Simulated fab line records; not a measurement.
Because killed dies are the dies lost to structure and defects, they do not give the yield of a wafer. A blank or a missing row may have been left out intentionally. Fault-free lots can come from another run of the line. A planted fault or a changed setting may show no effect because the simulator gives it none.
A lot that was struck, set against a sound lot / flow n5 finfet / 39 steps out of a route of 1938
Sound: these wafers, L195.2, L195.3, L195.4. Struck: wafer L203.4 (left out: L203.1, L203.3 of the same lot, which were not struck); the cause appears at the end.
For every step that has rows: the tool of each side, followed by ch and its chambers, followed by its first start. Under that, the readings that differ: sound wafers / struck wafers / difference of the means / sigmas: that difference in standard deviations of wafers without a fault.
alike: readings whose means differ by less than 2 such deviations, and words and numbers that are the same on both sides. not compared: withheld readings, readings that some wafer has no value for, bounds like >300 that may hide the same value, and numbers for which the record gives no deviation and whose values overlap.
Wherever a step has rows on one side only, a row that says differs or no value, or a row with sigmas, the two part there. Non-overlapping numbers with no deviation appear without sigmas and do not part them. A reading missing from all wafers of one side parts the sides only when that side holds two or more wafers.

first, 10 steps without rows for these wafers: N5_BEOL_M0_SAQP_DESCUM_19 (chemistry O2, time 7.9 s); N5_BEOL_M0_SAQP_ETCH_83 (etches SiARC in CF4, target depth 39 nm, time 65 s); N5_BEOL_M0_SAQP_ETCH_84 (etches SOC in N2/H2, target depth 100 nm, overetch 20 nm, time 150 s); N5_BEOL_M0_SAQP_STRIP_80 (strips in N2/H2); N5_BEOL_M0_SAQP_HM_OPEN_112 (chemistry CHF3/O2, target SiO2, stops on a-Si, target depth 12 nm, time 13.5 s); N5_BEOL_M0_SAQP_STRIP_113 (strips in CHF3/O2); N5_BEOL_M0_SAQP_MANDREL_ETCH_20 (etches a-Si in HBr/Cl2, stops on SiNx, target depth 60 nm, bt time 10 s, time 30 s); N5_BEOL_M0_SAQP_STRIP_86 (strips in N2/H2); N5_BEOL_M0_SAQP_STRIP_115 (strips in post etch residue remover, time 60 s); N5_BEOL_M0_SAQP_SRD_93 (time 30 s).
N5_BEOL_M0_SAQP_RECESS_114: chemistry HF/NH3, target SiO2, target depth 14.4 nm, afs cycles 3, sublimation time 60 s.
  sound on vapor etch-02 ch 0,1, day 6 18:26; struck on vapor etch-02 ch 1, day 8 10:05
  alike: drypump motor current A
then, 24 steps without rows for these wafers: N5_BEOL_M0_SAQP_SPACER1_ALD_98 (deposits SiO2, target thk 12.8 nm, pulse time 1 s, purge time 2 s); N5_BEOL_M0_SAQP_SPACER1_ETCHBACK_99 (etches SiO2 in CHF3/O2, target depth 15.4 nm, time 7.7 s); N5_BEOL_M0_SAQP_MANDREL1_REMOVE_100 (chemistry HBr/Cl2/O2, target a-Si, stops on SiNx, bt time 10 s); N5_BEOL_M0_SAQP_ETCH_101 (etches SiNx in CH3F/O2, target depth 29.9 nm, time 42.7 s); N5_BEOL_M0_SAQP_ETCH_102 (etches SiO2 in CF4, target depth 4 nm, time 4.4 s); N5_BEOL_M0_SAQP_MANDREL_ETCH_103 (etches a-Si in HBr/Cl2, stops on SiCN, target depth 45 nm, bt time 10 s, time 27 s); N5_BEOL_M0_SAQP_RECESS_104 (chemistry HF/NH3, target SiO2, target depth 18 nm, afs cycles 3, sublimation time 60 s); N5_BEOL_M0_SAQP_COAT_105 (time 60 s, resist thk 100 nm); N5_BEOL_M0_SAQP_ETCH_106 (etches SOC in N2/H2, stops on SiNx, target depth 150 nm); N5_BEOL_M0_SAQP_ETCH_107 (etches SiNx in CH3F/O2, target depth 30 nm); N5_BEOL_M0_SAQP_STRIP_108 (strips in N2/H2); N5_BEOL_M0_SAQP_RECESS_109 (chemistry HF/NH3, target SiO2, target depth 3 nm, afs cycles 1, sublimation time 60 s); N5_BEOL_M0_SAQP_SPACER2_ALD_26 (deposits SiO2, target thk 15 nm, pulse time 1 s, purge time 2 s); N5_BEOL_M0_SAQP_SPACER2_ETCHBACK_27 (etches SiO2 in CHF3/O2, target depth 22.5 nm, time 11.25 s); N5_BEOL_M0_SAQP_MANDREL2_REMOVE_110 (chemistry HBr/Cl2/O2, target a-Si, stops on SiCN, bt time 10 s); N5_BEOL_M0_SAQP_COAT_69 (time 60 s, resist thk 90 nm); N5_BEOL_M0_SAQP_COAT_72 (time 60 s, resist thk 15 nm); N5_BEOL_M0_SAQP_COAT_87 (time 60 s, resist thk 5 nm); N5_BEOL_M0_SAQP_COAT_34 (resist thk 30 nm); N5_BEOL_M0_SAQP_EBR_36; N5_BEOL_M0_SAQP_SOFTBAKE_35 (time 60 s); N5_BEOL_M0_SAQP_EXPOSE_37 (exposes mask M0 CUT1, target cd 30 nm); N5_BEOL_M0_SAQP_PEB_38 (peb time 60 s); N5_BEOL_M0_SAQP_DEVELOP_39 (develop time 30 s).
N5_BEOL_M0_SAQP_INSPECT_42: inspects for defects (brightfield).
  sound: defect inspect-02 at day 6 23:30; struck: defect inspect-01 at day 8 13:40
reading=raw defect count; sound=303 329 371; struck=1428; difference=+1094; sigmas=+11
N5_BEOL_M0_CUTY_INSPECT_59: inspects for defects (macro).
  sound: defect inspect-01 at day 7 00:59; struck: defect inspect-01 at day 8 15:12
reading=raw defect count; sound=1 3 5; struck=>300; difference=differs; sigmas=
-- here the record skips 3 days between the struck wafers' starts before and after, leaving off in module BEOL_M0_CUTY and picking up in module BEOL_M4 (first step shown: number 1111 of the route) --
N5_BEOL_M4_RC_MEAS_101:
  sound on prober-01 ch 0, day 9 23:47; struck on prober-01 ch 0, day 11 23:40
  alike: DIBL_N, DIBL_P, IOFF_N, IOFF_P, ION_N, ION_P, SS_N, SS_P, VT_N, VT_P
-- the record jumps here: 4 days lie between the struck wafers' starts before and after (it left off in module BEOL_M4 and takes up again in module PASSIVATION, whose first step shown is number 1936 of the route) --
N5_PASSIVATION_PROBE_49:
  sound: prober-01 at day 13 23:08; struck: prober-02 at day 16 09:35
reading=killed_at_M0_to_M3; sound=50 41; struck=101; difference=+56; sigmas=+6
reading=killed on rim; sound=14 20; struck=28; difference=+11; sigmas=+3
reading=killed open; sound=76 80; struck=29; difference=-49; sigmas=-4
reading=killed short; sound=34 45; struck=20; difference=-20; sigmas=-2
reading=sort_bin_6_memory (%); sound=4.0 3.6; struck=2.4; difference=-1.4; sigmas=-2
  alike: defect limited yield, killed_at_M4_up, killed at contacts, killed at front end, killed at other, killed dies, sort_bin_5_function, sort n pass, sort yield pct

WHERE THEY PART
First at N5_BEOL_M0_SAQP_INSPECT_42; last, within this record, at N5_PASSIVATION_PROBE_49.

WHY: the cause the simulator had injected
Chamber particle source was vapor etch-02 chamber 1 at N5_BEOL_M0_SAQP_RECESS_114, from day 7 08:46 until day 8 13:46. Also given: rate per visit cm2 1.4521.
